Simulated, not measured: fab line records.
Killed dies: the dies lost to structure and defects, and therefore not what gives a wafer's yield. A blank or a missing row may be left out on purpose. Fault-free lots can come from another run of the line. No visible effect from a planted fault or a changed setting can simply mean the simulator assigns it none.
Chamber matching	flow nand_harc	3 sister chambers for NHARC_A_STAIRCASE_DEP_156 on pecvd-01
The step deposits SiNx, target thk 50 nm. 6 wafers are shown with their chamber, then 7 later ones without.

== WAFERS, EACH WITH ITS CHAMBER ==
wafer	chamber	heater_power_w (W)
L077.2	2	594
L079.5	0	631
L087.4	1	602
L087.6	2	578
L091.2	1	649
L091.3	0	674

== WAFERS WHOSE CHAMBER IS MISSING ==
wafer	heater_power_w (W)
L091.5	630
L091.1	558
L091.4	682
L091.6	570
L095.1	581
L095.2	588
L095.6	584

== WHICH CHAMBER EACH ONE RAN IN ==
wafer	from the rows above	in truth
L091.5	can't be placed: 1 or 0 or 2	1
L091.1	can't be placed: 2 or 1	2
L091.4	can't be placed: 0 or 1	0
L091.6	can't be placed: 2 or 1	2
L095.1	can't be placed: 2 or 1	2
L095.2	can't be placed: 2 or 1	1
L095.6	can't be placed: 2 or 1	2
Placed correctly: 0 of 7. Cannot be placed on the basis of these rows: 7; the candidates contain the true chamber in 7. Placed wrongly: 0.
How it was worked out, from the rows above alone: a wafer's distance from a chamber is the root of the sum, over the readings, of the square of ((its reading less the chamber's mean) divided by the reading's scatter). The wafer belongs to the nearest chamber; if the next one is less than 2 further off, it can't be placed. Each chamber's mean is taken over the wafers shown for it. How the scatter is found: for the shown wafers, subtract from each reading the mean of its chamber, square and add these, divide the total by (wafers less chambers), then take the root.
